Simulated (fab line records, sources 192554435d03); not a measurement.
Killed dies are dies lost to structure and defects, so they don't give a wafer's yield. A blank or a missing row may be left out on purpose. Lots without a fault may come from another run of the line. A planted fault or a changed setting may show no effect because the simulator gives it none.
Split-lot experiment | flow n5_finfet | 7 lots, 21 wafers read, on a route of 1938 steps

THE SPLIT
At N5_BEOL_M0_SAQP_DESCUM_45 (chemistry O2, time 7 s), the setting time_s was moved away from the recipe's 7 s on 11 of the 21 wafers read, by -20.5% to +20.2%. The other wafers ran this setting at the recipe's value.

The reading is taken at the split's own step.

THE READING
CAR-EUV_of_BEOL_M0_SAQP_COAT_34.thk_nm (the simulator's own value, which no gauge read), in nm, at N5_BEOL_M0_SAQP_DESCUM_45 (chemistry O2, time 7 s). The file gives no usual value for it. The 10 wafers here that ran the recipe average 26.0 nm, standard deviation 0.06 nm.

wafer  | tool, chamber at the split | time_s as run, s | against the recipe | CAR-EUV_of_BEOL_M0_SAQP_COAT_34.thk_nm, nm | against lot-mates on the recipe
L078.2 | rie_diel-03, 1             | 7                | recipe             | 26.2                                       | -
L078.3 | rie_diel-03, 3             | 8.281            | +18.3%             | 25.6                                       | -0.6
L078.5 | rie_diel-03, 1             | 8.281            | +18.3%             | 25.6                                       | -0.6
L081.1 | rie_diel-06, 2             | 8.411            | +20.2%             | 25.2                                       | -0.8
L081.2 | rie_diel-06, 3             | 7                | recipe             | 26                                         | -
L081.4 | rie_diel-06, 0             | 8.411            | +20.2%             | 25.4                                       | -0.6
L084.1 | rie_diel-06, 3             | 7.702            | +10.0%             | 25.6                                       | -0.4
L084.3 | rie_diel-06, 0             | 7.702            | +10.0%             | 25.6                                       | -0.4
L084.6 | rie_diel-06, 0             | 7                | recipe             | 26                                         | -
L087.1 | rie_diel-03, 3,2           | 7                | recipe             | 26                                         | -
L087.4 | rie_diel-03, 3,2           | 7                | recipe             | 26                                         | -
L087.3 | rie_diel-03, 1             | 7                | recipe             | 26                                         | -
L089.1 | rie_diel-06, 2             | 7                | recipe             | 26                                         | -
L089.2 | rie_diel-06, 0             | 8.009            | +14.4%             | 25.4                                       | -0.6
L089.3 | rie_diel-06, 3             | 7                | recipe             | 26                                         | -
L090.1 | rie_diel-01, 1             | 7                | recipe             | 26                                         | -
L090.3 | rie_diel-01, 2             | 5.567            | -20.5%             | 26.8                                       | +0.8
L090.5 | rie_diel-01, 2             | 5.567            | -20.5%             | 26.8                                       | +0.8
L094.3 | rie_diel-03, 1             | 6.355            | -9.2%              | 26.2                                       | +0.2
L094.5 | rie_diel-03, 1             | 6.355            | -9.2%              | 26.2                                       | +0.2
L094.6 | rie_diel-03, 0             | 7                | recipe             | 26                                         | -
Where a row lists several chambers, the file gives one row for several wafers and doesn't say which wafer went through which chamber.

THE FIT
A straight line over all 21 wafers: CAR-EUV_of_BEOL_M0_SAQP_COAT_34.thk_nm changes by -0.0334 nm for each +1% of time_s; r = -0.97; the points scatter about the line by 0.11 nm.
The same after taking each lot's own level away (the mean of its wafers on the recipe; 21 wafers): -0.0355 nm for each +1%; r = -0.99; scatter 0.064 nm.
On that fit, the largest move of time_s shifts the reading by 0.73 nm.
The lots' own levels span 26.00 to 26.20 nm, that is 3.3 times the standard deviation above.
So the lot-to-lot level changes the slope little: the two slopes agree.
Check: with one of the wafers moved furthest among these (-20.5%) left out of the fit, the line predicts +0.694 nm for it against its lot-mates. It came out at +0.8 nm against them.

THE FILE'S OWN FIT
CAR-EUV_of_BEOL_M0_SAQP_COAT_34.thk_nm changes by -0.036 nm for each +1% of time_s, r = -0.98.
